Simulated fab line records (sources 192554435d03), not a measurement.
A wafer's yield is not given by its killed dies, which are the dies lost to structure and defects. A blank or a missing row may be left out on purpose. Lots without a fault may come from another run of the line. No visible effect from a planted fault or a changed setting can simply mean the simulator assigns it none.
2 desks looking at one fault    flow n5Finfet    what lay behind the numbers comes last; until then each desk has only its own

## METROLOGY DESK
Means of the sampled wafers that have a number, per lot and without regard to the tool the lot ran on: this is what the gauges read. A lot is out of limits, marked OUT, if its mean lies more than 4 standard deviations from the usual mean; the brackets give that distance.
Columns: A = M14_ILD_THK at N5_BEOL_M14_THK_MEAS_01, usual 1121 nm; B = cdNm at N5_BEOL_M14_CD_MEAS_28, usual 284.3 nm; C = trenchDepthNm at N5_BEOL_M14_OCD_MEAS_35, usual 557 nm
lot   first seen here  A     B                 C
L141  day 12 21:50     1116  283.3             550
L143  day 12 22:07     1126  282.4             537
L145  day 13 21:43     1118  275.6 (-5.4) OUT  556
L144  day 14 01:57     1112  286.2             550
L149  day 14 02:05     1129  276.3 (-5.0) OUT  564
L155  day 15 03:13     1132  282.8             566
L157  day 16 07:48     1132  283.9             555
L156  day 16 11:09     1125  285.9             550
L158  day 16 11:23     1120  285.5             557
L160  day 17 11:47     1110  286.1             560
L162  day 17 16:31     1131  282.3             567
This desk's verdict: out of limits on L145, L149, starting with L145 at day 13 22:53 (cdNm at N5_BEOL_M14_CD_MEAS_28). L141, L143, L144, L155, L157, L156, L158, L160, L162: within limits.

## TOOL OWNER'S DESK, lithoTrack-03
The tool's own readings at N5_BEOL_M14_PEB_26 (peb time 90 s): means of the sampled wafers that have a number, for each lot that ran on this tool. A lot is out of limits, marked OUT, if its mean lies more than 4 standard deviations from the usual mean; the brackets give that distance.
Columns: A = heaterPowerTotalW at N5_BEOL_M14_PEB_26, usual 172.5 W; B = plateTempC at N5_BEOL_M14_PEB_26, usual 130.03 C
lot   first seen here  A                 B
L143  day 12 23:31     172.5             130.20
L145  day 13 22:46     170.4             128.52 (-9.5) OUT
L149  day 14 03:17     168.9 (-4.6) OUT  128.53 (-9.4) OUT
L160  day 17 12:54     173.1             130.14
This desk's verdict: out of limits on L145, L149, starting with L145 at day 13 22:46 (plateTempC at N5_BEOL_M14_PEB_26). L143, L160: within limits.

## PUT TOGETHER
At day 13 22:46, on L145, L149, the tool owner's desk was in a position to raise an alarm.
Metrology desk: alarm possible at day 13 22:53 on L145, L149.
All the named lots went through N5_BEOL_M14_PEB_26 on lithoTrack-03.

## WHAT HAD BEEN PUT IN BY THE SIMULATOR
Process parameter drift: lithoTrack-03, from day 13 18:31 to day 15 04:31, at N5_BEOL_M14_PEB_26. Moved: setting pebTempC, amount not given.
Shown lots that were struck: L145, L149.
Fault start to first reading out of limits, in hours, per desk: tool owner, 4; metrology, 4.
